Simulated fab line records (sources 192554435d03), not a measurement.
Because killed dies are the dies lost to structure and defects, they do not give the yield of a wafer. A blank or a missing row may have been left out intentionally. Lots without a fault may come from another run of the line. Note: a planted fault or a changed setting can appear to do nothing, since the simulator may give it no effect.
Split-lot experiment | flow n5 finfet | route with 1938 steps; 7 lots, 21 wafers read

THE SPLIT ITSELF
At N5_FIN_SAQP_SPACER1_ALD_24 (deposits SiO2, target thk 20.3 nm, pulse time 1 s, purge time 2 s), the setting temp c was moved away from the recipe's 300 C on 6 of the 21 wafers read, by -2.8% to +2.1%. For the rest of the wafers, this setting stayed at what the recipe calls for.

FROM SPLIT TO READING: 1 step shown by the file between the two
- N5_FIN_SAQP_SPACER1_ETCHBACK_25: etches SiO2 in CHF3/O2, target depth 24.4 nm, time 12.2 s

THE READING
FIN_SAQP.cd nm (the simulator's own value, which no gauge read), in nm, at N5_FIN_SAQP_MANDREL1_REMOVE_56 (chemistry HBr/Cl2/O2, target a-Si, stops on SiNx, bt time 10 s). The file gives no usual value for it. Across the 15 wafers here that went through the recipe, the average is 20.3 nm and the standard deviation 0.094 nm.

wafer  | tool, chamber at the split | temp c as run, C | against the recipe | FIN_SAQP.cd nm, nm | against lot-mates on the recipe
L074.1 | ald sin-02, 1,3            | 300              | recipe             | 20.4               | -
L074.4 | ald sin-02, 1,3            | 300              | recipe             | 20.4               | -
L074.5 | ald sin-02, 2              | 306.4            | +2.1%              | 20.2               | -0.2
L077.1 | ald sin-03, 1              | 300              | recipe             | 20.4               | -
L077.3 | ald sin-03, 2,3            | 296.2            | -1.3%              | 20.6               | +0.2
L077.5 | ald sin-03, 2,3            | 296.2            | -1.3%              | 20.8               | +0.4
L079.2 | ald sin-02, 2,3,0          | 300              | recipe             | 20.2               | -
L079.4 | ald sin-02, 2,3,0          | 300              | recipe             | 20.4               | -
L079.6 | ald sin-02, 2,3,0          | 300              | recipe             | 20.4               | -
L080.2 | ald sin-03, 1              | 291.5            | -2.8%              | 21.2               | +0.8
L080.4 | ald sin-03, 3,2            | 300              | recipe             | 20.4               | -
L080.5 | ald sin-03, 3,2            | 300              | recipe             | 20.4               | -
L083.1 | ald sin-03, 3,0            | 300              | recipe             | 20.2               | -
L083.4 | ald sin-03, 3,0            | 300              | recipe             | 20.4               | -
L083.6 | ald sin-03, 2              | 305.3            | +1.8%              | 20                 | -0.3
L094.1 | ald sin-04, 3,1,3          | 300              | recipe             | 20.4               | -
L094.3 | ald sin-04, 3,1,3          | 300              | recipe             | 20.4               | -
L094.6 | ald sin-04, 3,1,3          | 300              | recipe             | 20.2               | -
L095.2 | ald sin-04, 0              | 293.9            | -2.0%              | 20.6               | +0.4
L095.3 | ald sin-04, 1,0            | 300              | recipe             | 20.2               | -
L095.5 | ald sin-04, 1,0            | 300              | recipe             | 20.2               | -
Where a row lists several chambers, the file gives one row for several wafers and doesn't say which wafer went through which chamber.

FIT RESULTS
A straight line over all 21 wafers: FIN_SAQP.cd nm changes by -0.203 nm for each +1% of temp c; r = -0.85; the points scatter about the line by 0.14 nm.
The same after taking each lot's own level away (the mean of its wafers on the recipe; 21 wafers): -0.204 nm for each +1%; r = -0.91; scatter 0.1 nm.
That fit puts the effect of the largest move of temp c on the reading at 0.58 nm.
From 20.20 to 20.40 nm: that is the span of the lots' own levels, equal to 2.1 times the standard deviation above.
The two slopes are in agreement: the lot-to-lot level therefore moves the slope only a little.
Check: +0.494 nm against its lot-mates is what the line predicts for one of the wafers moved furthest among these (-2.8%) when that wafer is left out of the fit. It came out at +0.8 nm against them.

THE OTHER SPLITS THESE WAFERS WENT THROUGH
Note: prior to the reading, these wafers also went through further splits. Each is held against what the fit with the lots' levels taken away leaves over:
other split on the same wafers | wafers away from the commonest value | r with FIN_SAQP.cd nm (lot level and that fit taken away)
N5_ZERO_LAYER_ETCH_18 icp w    | 8                                    | +0.00
N5_WELL_APT_COAT_02 spin rpm   | 10                                   | +0.22
N5_WELL_APT_EXPOSE_05 dose mj  | 3                                    | -0.01

THE FILE'S OWN FIT
FIN_SAQP.cd nm changes by -0.206 nm for each +1% of temp c, r = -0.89.
